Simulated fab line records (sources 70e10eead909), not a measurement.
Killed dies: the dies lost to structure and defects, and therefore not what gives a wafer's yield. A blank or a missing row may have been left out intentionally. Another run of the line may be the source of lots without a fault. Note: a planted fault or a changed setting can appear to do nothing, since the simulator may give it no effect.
A struck lot beside a sound one + flow nand harc + 12 out of 1302 route steps
Sound: the wafers L566.3, L566.5, L566.6. Wafers L575.2, L575.3, L575.6 were the ones struck. At the end, the cause is stated.
At each step with rows: each side's tool, then ch and its chambers, then its first start. Under that, the readings that differ: sound wafers + struck wafers + difference of the means + sigmas: that difference in standard deviations of wafers without a fault.
alike: a reading whose means differ by less than 2 such deviations, as well as words and numbers matching on both sides. not compared: withheld readings; readings where some wafer has no value; bounds like >300 that might hide an equal value; numbers whose values overlap and for which the record gives no deviation.
Wherever a step has rows on one side only, a row that says differs or no value, or a row with sigmas, the two part there. Numbers that have no deviation but don't overlap get no sigmas and don't part them. A reading missing from all wafers of one side parts the sides only when that side holds two or more wafers.

NHARC_A_WL_FILL_INSPECT_15:
  sound on defect inspect-02, day 22 04:21; struck on defect inspect-02, day 27 04:34
| reading          | sound       | struck       | difference | sigmas |
|------------------|-------------|--------------|------------|--------|
| raw defect count | 433 483 413 | 692 673 1299 | +445       | +2     |
NHARC_A_CONTACT_DEP_24: deposits SiO2, target thk 500 nm.
  sound on pecvd-01 ch 0,2, day 22 04:29; struck on pecvd-01 ch 0,2, day 27 04:43
  alike: heater power w, throttle valve pct
NHARC_A_CONTACT_DEP_28: deposits aC, target thk 7000 nm.
  sound on acl dep-03 ch 0, day 22 06:25; struck on acl dep-03 ch 0, day 27 06:16
  alike: throttle valve pct
NHARC_A_CONTACT_DEP_29: deposits SiON, target thk 100 nm.
  sound on pecvd-04 ch 0,2, day 22 09:15; struck on pecvd-03 ch 1,2, day 27 09:49
| reading            | sound       | struck      | difference | sigmas |
|--------------------|-------------|-------------|------------|--------|
| heater power w (W) | 895 909 834 | 667 645 690 | -212       | -2     |
then, 5 steps without rows for these wafers: NHARC_A_CONTACT_DEHYDRATE_32 (time 120 s); NHARC_A_CONTACT_HMDS_33 (time 30 s); NHARC_A_CONTACT_COAT_34 (time 75 s); NHARC_A_CONTACT_COAT_35 (time 65 s); NHARC_A_CONTACT_COAT_36 (resist thk 90 nm).
NHARC_A_CONTACT_SOFTBAKE_37: time 55 s.
  sound on litho track-04 ch 0, day 22 09:00; struck on litho track-04 ch 0, day 27 10:00
| reading                  | sound                | struck               | difference | sigmas      |
|--------------------------|----------------------|----------------------|------------|-------------|
| heater power total W (W) | 188.43 188.23 188.38 | 157.87 157.80 158.15 | -30.41     | -99 or more |
following that, these wafers have no rows for 1 step: NHARC_A_CONTACT_EBR_38.
NHARC_END_SORT_01:
  the record has rows for the sound wafers here (prober-01 ch 0, day 25 10:31) and none for the struck ones

WHERE THEY PART
At NHARC_A_WL_FILL_INSPECT_15 first; at NHARC_END_SORT_01 last (within this record only).

WHY: what the simulator had put in
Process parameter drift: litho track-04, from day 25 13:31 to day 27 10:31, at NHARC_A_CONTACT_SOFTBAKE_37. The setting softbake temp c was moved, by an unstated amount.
